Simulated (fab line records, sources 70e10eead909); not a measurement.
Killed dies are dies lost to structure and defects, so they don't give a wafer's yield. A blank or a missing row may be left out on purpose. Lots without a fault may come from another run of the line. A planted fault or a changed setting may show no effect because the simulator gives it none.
fab line records | flow nand_harc
record lots=15 wafers=44 last_day=24
route steps=1159 shown P_CONTACT@240
lots that met no fault: from a run of the same line without faults
start_h: hours from the record's first day to the start of the lot's first wafer shown | wait_h: hours since the lot's step before | " the same as in the row above | L1.1+2: a row that stands for several wafers | - no value, or no start given | * or withheld: withheld | < > ~ a bound
route shown NAME@n: a module of which the file shows steps, and the number in the route of the first | usual: mean/standard deviation of fault-free wafers | same: alike in all rows | chamber/n: place in a boat | sites: the reading at each site | _std_site: their standard deviation | _edge_site: outer sites' mean less inner sites' | radius_mm: how far each site lies from the wafer's centre | mask NAME#n: copy n | behind: the tool/chamber that last shaped the wafer | hold: why the lot was held/for how many hours/how that ended | device: the transistor (n, p or np) that didn't switch | end of line: the same wafers' tests at the end of the route | a step without rows: its recipe alone | killed: dies lost to structure and defects at the first sort, not the wafer's yield | map: a wafer's dies, x killed, . not, _ none there
set.NAME: the setting as run; set.NAME@STEP: as run at that earlier step | model.NAME: the simulator's own value behind a step, which no gauge read
steps of the route over a sample of lots; a table a step, a row a wafer
services: from which hour (start_h, from the record's first day; less than 0 if before it) a tool's chamber was out of use, for how many hours, and why
## steps
# step NHARC_P_CONTACT_ETCH_31
# recipe target_depth_a=300 time_s=85.7 ion_energy_ev=120 over_etch_frac=1 ch3f_flow_sccm=50 o2_flow_sccm=30 ar_flow_sccm=200 rf_w=500 bias_w=100 chemistry=CH3F/O2
# usual bias_w=100.05/0.29 drypump_motor_current_A=5.7/0.39 oes_product_au=0.984/0.011 rf_vpp_V=244.7/1.7 showerhead_plenum_p_Torr=2.49/0.11 throttle_valve_pct=20.662/0.0096
# columns lot.wafer tool chamber start_h wait_h bias_w drypump_motor_current_A oes_product_au rf_hours_counter_h rf_vpp_V showerhead_plenum_p_Torr throttle_valve_pct
L403.1 rie_diel-06 1 - - 100.09 5.7 0.987 5 243.5 2.47 20.658
L403.3 " 2 " " 100.63 6.3 0.983 5 246.2 2.57 20.655
L403.5 " 3 " " 100.25 6.5 0.967 - 240.8 2.31 20.647
L405.3 rie_diel-09 3 - - 100.14 5.6 0.977 3 243.4 2.34 20.668
L405.4 " 1 " " 99.67 5.6 1.001 3 244.1 2.45 20.663
L405.2 " 2 " " 99.94 5.7 0.977 3 244.9 2.62 20.667
L404.1 rie_diel-06 0 - - 99.86 5.3 0.983 5 246.3 2.61 20.673
L404.3 " 2 " " 100.27 6.2 0.967 6 244.6 2.57 20.664
L404.2 " 3 " " 100.73 6.5 0.970 6 243.6 2.31 20.666
L406.1 rie_diel-06 2 - - 99.70 6.3 0.979 7 244.2 2.57 20.676
L406.6 " 1 " " 100.17 5.6 0.990 - 244.1 2.47 20.652
L406.5 " 2 " " 100.08 6.3 0.979 - 246.9 2.57 20.666
L407.4 rie_diel-09 3 - - 100.23 5.5 0.996 6 241.6 2.34 20.664
L407.5 " 2 " " 100.10 5.8 0.999 - 246.5 2.61 20.661
L407.6 " 3 " " 100.46 5.5 1.002 - 242.1 2.34 20.667
L408.1 rie_diel-08 2 - - 100.03 6.3 0.968 4 247.7 2.61 20.661
L408.3 " 3 " " 100.20 5.0 0.974 3 243.9 2.36 20.645
L408.2 " 1 " " 99.68 5.7 0.950 4 242.6 2.41 20.656
L409.1 rie_diel-09 2 - - 100.49 5.8 0.991 8 248.1 2.61 20.663
L409.5 " 2 " " 99.90 5.7 0.994 - 245.8 2.61 20.670
L409.4 " 0 " " 100.31 5.4 0.987 - 245.6 2.54 20.672
L410.3 rie_diel-06 3 - - 100.55 6.5 1.001 9 241.3 2.30 20.668
L410.1 " 1 " " 99.65 5.6 0.992 9 243.4 2.47 20.669
L410.4 " 2 " " 100.78 6.3 0.993 9 245.3 2.57 20.663
L412.3 rie_diel-09 0 - - 99.69 5.4 0.971 9 245.4 2.54 20.657
L412.4 " 1 " " 99.97 5.6 0.994 8 244.2 2.44 20.660
L412.6 " 0 " " 99.87 5.4 0.967 - 244.7 2.54 20.664
L411.3 rie_diel-06 2 - - 100.44 6.2 0.981 10 246.6 2.57 20.653
L411.4 " 3 " " 100.68 6.5 0.985 10 242.6 2.30 20.658
L411.6 " 2 " " 99.67 6.3 0.976 - 245.9 2.57 20.668
L413.1 rie_diel-06 0 - - 100.58 5.3 0.988 10 246.4 2.61 20.659
L413.5 " 1 " " 99.95 5.6 0.989 - 244.7 2.47 20.664
L413.6 " 2 " " 100.08 6.2 0.978 - 246.2 2.57 20.655
L415.4 rie_diel-06 1 - - 99.84 5.6 0.987 11 243.8 2.47 20.669
L415.1 " 3 " " 99.91 6.4 0.972 12 241.6 2.30 20.657
L415.6 " 1 " " 99.58 5.6 0.981 - 244.0 2.47 20.658
L416.1 rie_diel-09 1 - - 100.54 5.6 0.997 12 243.9 2.44 20.661
L416.3 " 3 " " 100.26 5.5 0.988 11 241.4 2.34 20.679
L420.1 rie_diel-06 1 - - 100.35 5.6 0.989 14 243.7 2.47 20.680
L420.6 " 1 " " 99.90 5.6 0.991 - 243.2 2.47 20.694
L420.5 " 2 " " 100.28 6.2 0.982 - 244.8 2.57 20.669
L426.3 rie_diel-09 2 - - 99.81 5.8 0.986 18 246.4 2.61 20.682
L426.4 " 3 " " 100.27 5.5 0.979 17 244.4 2.33 20.656
L426.6 " 1 " " 99.77 5.6 0.993 - 244.2 2.44 20.654
# step NHARC_P_CONTACT_DEGAS_38
# recipe temp_c=300 time_s=60
# usual heater_power_w=449/37
# columns lot.wafer tool chamber start_h wait_h heater_power_w
L403.3 pvd_sputter-02 - 113.19 - 528
L403.1 " - " " 460
L403.5 " - " " 491
L405.2 pvd_sputter-01 - 120.13 - 510
L405.3 " - " " 407
L405.4 " - " " 434
L404.3 pvd_sputter-02 - 120.29 - 491
L404.1 " - " " 453
L404.2 " - " " 418
L406.1 pvd_sputter-01 - 134.03 - 424
L406.5 " - " " 426
L406.6 " - " " 506
L407.4 pvd_sputter-03 - 141.66 - 434
L407.5 " - " " 424
L407.6 " - " " 457
L408.2 pvd_sputter-03 - 142.13 - 443
L408.1 " - " " 457
L408.3 " - " " 411
L409.1 pvd_sputter-01 - 152.16 - 436
L409.4 " - " " 500
L409.5 " - " " 452
L410.4 pvd_sputter-02 - 156.39 - 519
L410.3 " - " " 490
L410.1 " - " " 432
L412.4 pvd_sputter-03 - 164.68 - 458
L412.3 " - " " 430
L412.6 " - " " 435
L411.3 pvd_sputter-03 - 165.36 - 454
L411.4 " - " " 410
L411.6 " - " " 470
L413.1 pvd_sputter-01 - 181.97 - 435
L413.6 " - " " 507
L413.5 " - " " 429
L415.1 pvd_sputter-03 - 189.13 - 433
L415.4 " - " " 428
L415.6 " - " " 432
L416.1 pvd_sputter-02 - 194.45 - 461
L416.3 " - " " 545
L420.1 pvd_sputter-01 - 209.42 - 428
L420.6 " - " " 430
L420.5 " - " " 536
L426.3 pvd_sputter-02 - 239.89 - 471
L426.4 " - " " 415
L426.6 " - " " 497
# step NHARC_P_CONTACT_PVD_32
# recipe target_thk_a=50 chamber_pressure_pa=5 power_w=5000 substrate_temp_c=200 time_s=17.7 material=Ti
# usual throttle_valve_pct=30.0/0.76
# columns lot.wafer tool chamber start_h wait_h throttle_valve_pct
L403.3 pvd_sputter-02 - - - 29.9
L403.1 " - " " 30.2
L403.5 " - " " 30.1
L405.3 pvd_sputter-01 - - - 30.5
L405.4 " - " " 29.8
L405.2 " - " " 30.4
L404.1 pvd_sputter-02 - - - 29.9
L404.3 " - " " 30.8
L404.2 " - " " 29.0
L406.1 pvd_sputter-01 - - - 30.2
L406.6 " - " " 30.3
L406.5 " - " " 30.3
L407.4 pvd_sputter-03 - - - 30.4
L407.5 " - " " 28.9
L407.6 " - " " 28.7
L408.1 pvd_sputter-03 - - - 28.8
L408.3 " - " " 30.3
L408.2 " - " " 28.7
L409.4 pvd_sputter-01 - - - 30.0
L409.1 " - " " 31.4
L409.5 " - " " 30.0
L410.4 pvd_sputter-02 - - - 29.9
L410.1 " - " " 30.9
L410.3 " - " " 28.9
L412.3 pvd_sputter-03 - - - 28.9
L412.4 " - " " 30.3
L412.6 " - " " 28.4
L411.4 pvd_sputter-03 - - - 30.3
L411.3 " - " " 28.8
L411.6 " - " " 28.8
L413.1 pvd_sputter-01 - - - 29.7
L413.5 " - " " 30.2
L413.6 " - " " 29.9
L415.4 pvd_sputter-03 - - - 29.1
L415.1 " - " " 28.7
L415.6 " - " " 28.8
L416.3 pvd_sputter-02 - - - 30.4
L416.1 " - " " 30.2
L420.1 pvd_sputter-01 - - - 30.7
L420.5 " - " " 29.5
L420.6 " - " " 30.7
L426.3 pvd_sputter-02 - - - 30.2
L426.4 " - " " 31.9
L426.6 " - " " 29.0
# step NHARC_P_CONTACT_ALD_22
# recipe target_thk_a=30 pulse_time_s=1 ald_cycles=150 temp_c=450 material=TiN
# usual ald_cycles=150/0 heater_power_w=1094/89 precursor_pulse_height_rel=0.999/0.02
# columns lot.wafer tool chamber start_h wait_h ald_cycles heater_power_w precursor_pulse_height_rel
L403.1 ald_metal-03 0 113.43 - 150 1185 1.031
L403.3 " 3 " " 150 993 0.988
L403.5 " 0 " " 150 1147 0.954
L405.3 ald_metal-02 0 120.36 - 150 1128 1.001
L405.4 " 1 " " 150 908 1.010
L405.2 " 3 " " 150 1087 0.985
L404.3 ald_metal-01 3 120.52 - 150 1167 0.966
L404.1 " 1 " " 150 1142 0.989
L404.2 " 2 " " 150 1152 1.012
L406.1 ald_metal-02 1 134.27 - 150 865 1.043
L406.6 " 1 " " 150 902 0.961
L406.5 " 2 " " 150 1077 0.999
L407.4 ald_metal-02 1 141.96 - 150 899 1.026
L407.6 " 2 " " 150 1072 0.979
L407.5 " 3 " " 150 1072 1.003
L408.3 ald_metal-03 1 142.40 - 150 1154 0.985
L408.1 " 2 " " 150 1082 0.966
L408.2 " 3 " " 150 972 1.002
L409.1 ald_metal-01 3 152.38 - 150 1201 0.972
L409.4 " 1 " " 150 1163 0.989
L409.5 " 3 " " 150 1154 0.979
L410.4 ald_metal-02 3 156.65 - 150 1072 1.012
L410.1 " 0 " " 150 1113 1.050
L410.3 " 1 " " 150 923 1.010
L412.3 ald_metal-02 2 164.91 - 150 1085 1.008
L412.4 " 3 " " 150 1101 1.040
L412.6 " 3 " " 150 1098 0.986
L411.4 ald_metal-03 1 165.63 - 150 1179 0.991
L411.3 " 2 " " 150 1086 0.979
L411.6 " 0 " " 150 1177 0.991
L413.1 ald_metal-01 1 182.27 - 150 1180 0.998
L413.5 " 2 " " 150 1103 1.036
L413.6 " 3 " " 150 1185 0.960
L415.4 ald_metal-01 1 189.41 - 150 1178 0.995
L415.1 " 2 " " 73 1101 1.018
L415.6 " 3 " " 73 1176 0.995
L416.3 ald_metal-01 2 194.69 - 150 1126 1.007
L416.1 " 0 " " 73 1042 1.013
L420.1 ald_metal-01 3 209.72 - 73 1202 0.973
L420.5 " 0 " " 150 1057 0.995
L420.6 " 1 " " 73 1190 0.983
L426.4 ald_metal-02 2 240.13 - 150 1030 1.029
L426.3 " 3 " " 150 1065 1.011
L426.6 " 3 " " 150 1067 1.001
## services
# columns tool chamber start_h hours kind
rie_diel-06 0 91.30 8.9 repair
rie_diel-09 3 93.82 2.2 repair
ald_metal-03 - 96.82 1.6 repair
ald_metal-01 - 102.00 10.0 pm
pvd_sputter-03 - 102.00 10.0 pm
rie_diel-08 - 125.16 9.0 pm
pvd_sputter-02 - 125.19 1.9 repair
rie_diel-09 1 140.88 12.4 repair
rie_diel-08 0 143.00 5.9 repair
ald_metal-03 - 144.07 10.0 pm
rie_diel-06 1 160.29 4.1 repair
rie_diel-08 3 167.70 3.6 repair
pvd_sputter-01 - 175.48 5.0 repair
pvd_sputter-03 - 176.54 1.5 repair
rie_diel-08 1 178.14 29.5 repair
ald_metal-02 - 186.00 10.0 pm
rie_diel-09 3 196.36 2.8 repair
ald_metal-01 - 198.04 0.9 repair
rie_diel-06 2 198.31 8.6 repair
pvd_sputter-02 - 199.40 1.1 repair
pvd_sputter-02 - 214.00 10.0 pm
rie_diel-08 3 228.24 2.2 repair
ald_metal-01 - 229.52 0.6 repair
pvd_sputter-02 - 232.15 3.7 repair
## key
first_sign step=NHARC_P_CONTACT_ALD_22 reading=ald_cycles direction=down sigmas=99+ usual=150 struck=73
effect none on later readings
met_at NHARC_P_CONTACT_ALD_22
struck_lots L415,L416,L420
struck_wafers L415.1,L415.6,L416.1,L420.1,L420.6
later_rows_left_out L415.1,L415.6,L416.1,L420.1,L420.6
sort_left_out L415.1,L415.6,L416.1,L420.1,L420.6
tester_left_out L415,L416,L420
not_acting_at NHARC_P_CONTACT_ETCH_31,NHARC_P_CONTACT_DEGAS_38,NHARC_P_CONTACT_PVD_32
onset_between 182.27 189.41
fault kind=process_parameter_drift tool=ald_metal-01 chamber=- onset_h=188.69 steps=NHARC_P_CONTACT_ALD_22 channel=ald_cycles offset=-77 shape=step end_h=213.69 scope=struck_wafers_only acts_in=these_recipes_only stated=150
# tester_left_out: of these lots the tester's yield and bins aren't shown, on N5 and GAA mostly nor the transistor test; their killed dies are dies lost to structure and defects alone, not to doping, threshold or leakage, so they don't give the yield
# sort_left_out: the simulated sort isn't trusted on such a fault, so these wafers' sort isn't shown, and their yield isn't known
# later_rows_left_out: the simulator's readings of these wafers behind a module that went badly wrong aren't trusted and aren't shown, but for the sort
